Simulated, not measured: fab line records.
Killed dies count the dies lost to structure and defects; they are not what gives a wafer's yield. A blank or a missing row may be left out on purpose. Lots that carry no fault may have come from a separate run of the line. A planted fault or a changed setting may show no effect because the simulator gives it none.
Comparing a struck lot with a sound one || flow nand harc || 41 out of 1302 route steps
Sound: wafers L503.2, L503.3, L503.6. Struck: wafers L501.1, L501.3, L501.5. The cause comes at the end.
Per side, at each step with rows, come the tool, then ch with its chambers, and then its first start. Under that, the readings that differ: sound wafers || struck wafers || difference of the means || sigmas: that difference in standard deviations of wafers without a fault.
alike: readings with means less than 2 such deviations apart, plus words and numbers identical on both sides. not compared: withheld readings, readings lacking a value on some wafer, bounds such as >300 that could conceal the same value, and numbers that have no deviation in the record and whose values overlap.
A row with sigmas, a row that says differs or no value, or rows on one side alone: a step with any of these is where the two part. Non-overlapping numbers with no deviation appear without sigmas and do not part them. A reading that every wafer of one side lacks parts them only if that side has two wafers or more.

first, 7 steps without rows for these wafers: NHARC_A_M1_COAT_34 (time 65 s); NHARC_A_M1_COAT_03 (resist thk 90 nm); NHARC_A_M1_SOFTBAKE_04 (time 55 s); NHARC_A_M1_EBR_05; NHARC_A_M1_EXPOSE_06 (exposes mask A M1, target cd 120 nm); NHARC_A_M1_PEB_07 (peb time 65 s); NHARC_A_M1_DEVELOP_08 (develop time 35 s).
NHARC_A_M1_CD_MEAS_09: the cd target is 120 nm.
  sound on cd sem-02 ch 0, day 29 22:14; struck on cd sem-03 ch 0, day 28 11:26
  alike: cd nm
NHARC_A_M1_OVL_MEAS_10: pitch 240 nm.
  sound on overlay-02, day 29 22:20; struck on overlay-01, day 28 11:31
  alike: overlay x nm, overlay y nm
NHARC_A_M1_INSPECT_11:
  sound on defect inspect-02, day 29 22:22; struck on defect inspect-01, day 28 11:34
  alike: raw defect count
then, 2 steps without rows for these wafers: NHARC_A_M1_DESCUM_14 (chemistry O2, time 3 s); NHARC_A_M1_ETCH_35 (etches the open film in N2/H2, target depth 40 nm, overetch 12 nm, time 43.94 s).
NHARC_A_M1_ETCH_15: etches the open film in C4F8/Ar, target depth 182.5 nm, time 91.2 s.
  sound on rie diel-05 ch 1,2,3, day 29 22:36; struck on rie diel-08 ch 0,3, day 28 11:47
{"reading": "oes product au (a.u.)", "sound": "0.921 0.944 0.930", "struck": "0.972 0.989 0.981", "difference": "+0.049", "sigmas": "+2"}
  alike: rf vpp V
  not compared: rf hours counter h
NHARC_A_M1_CD_MEAS_16:
  sound on cd sem-03, day 29 22:44; struck on cd sem-01, day 28 11:55
  alike: cd nm
then, 3 steps without rows for these wafers: NHARC_A_M1_STRIP_18 (strips in N2/H2); NHARC_A_M1_ETCH_28 (etches the open film in CF4/N2, target depth 30 nm, time 72.99 s); NHARC_A_M1_STRIP_19 (strips in post etch residue remover, time 600 s).
NHARC_A_M1_DEGAS_29: time 60 s.
  sound on pvd sputter-01, day 29 23:26; struck on pvd sputter-03, day 28 12:38
  alike: heater power w
then, 1 step without rows for these wafers: NHARC_A_M1_PRE_CLEAN_30 (time 30 s).
NHARC_A_M1_PVD_20: deposits TaN, target thk 5 nm, time 8.06 s.
  sound on pvd sputter-01; struck on pvd sputter-03
  alike: throttle valve pct
NHARC_A_M1_PVD_21: deposits Cu, target thk 30 nm, time 20.49 s.
  sound on pvd sputter-01; struck on pvd sputter-03
  alike: throttle valve pct
then, 2 steps without rows for these wafers: NHARC_A_M1_ECD_22 (material Cu, target thk 400 nm); NHARC_A_M1_ANNEAL_31 (time 90 s).
NHARC_A_M1_CMP_23: polishes, t overpolish 20 s, target thk 154.34 nm.
  sound on cmp-02 ch 0,1,3, day 30 00:34; struck on cmp-04 ch 0,3, day 28 13:45
  alike: motor current A, slurry flow ml min, time to endpoint s
NHARC_A_M1_THK_MEAS_24: measures by xrf.
  sound on film metro-02, day 30 00:50; struck on film metro-01, day 28 14:04
  alike: thk nm
then, 2 steps without rows for these wafers: NHARC_A_M1_SRD_25; NHARC_A_M1_PRE_CLEAN_32 (time 12 s).
NHARC_A_M1_DEP_33: deposits SiCN, target thk 30 nm.
  sound on pecvd-02 ch 0,1,2, day 30 01:08; struck on pecvd-04 ch 0,1, day 28 14:22
  alike: heater power outer w, heater power w
then, 2 steps without rows for these wafers: NHARC_A_BONDPAD_DEP_00 (deposits SiCN, target thk 250 nm); NHARC_A_BONDPAD_CMP_29 (polishes SiCN, target thk 200 nm).
NHARC_A_BONDPAD_THK_MEAS_30: measures by ellipsometry.
  sound on film metro-02, day 30 02:21; struck on film metro-01, day 28 15:37
  alike: thk nm
then, 9 steps without rows for these wafers: NHARC_A_BONDPAD_SRD_31; NHARC_A_BONDPAD_DEHYDRATE_01 (time 120 s); NHARC_A_BONDPAD_HMDS_02 (time 30 s); NHARC_A_BONDPAD_COAT_33 (time 65 s); NHARC_A_BONDPAD_COAT_03 (resist thk 600 nm); NHARC_A_BONDPAD_SOFTBAKE_04 (time 70 s); NHARC_A_BONDPAD_EBR_05; NHARC_A_BONDPAD_EXPOSE_06 (exposes mask A BPAD); NHARC_A_BONDPAD_PEB_07 (peb time 80 s).
NHARC_END_SORT_01:
  at this point the record logs the struck wafers (prober-01 ch 0, day 29 22:14) and has no rows for the sound ones

== WHERE THEY PART ==
Last at NHARC_END_SORT_01 as far as this record goes, first at NHARC_A_M1_ETCH_15.

WHY: whatever the simulator had introduced
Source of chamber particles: rie diel-08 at NHARC_A_M1_ETCH_15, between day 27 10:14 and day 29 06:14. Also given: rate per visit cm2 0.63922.
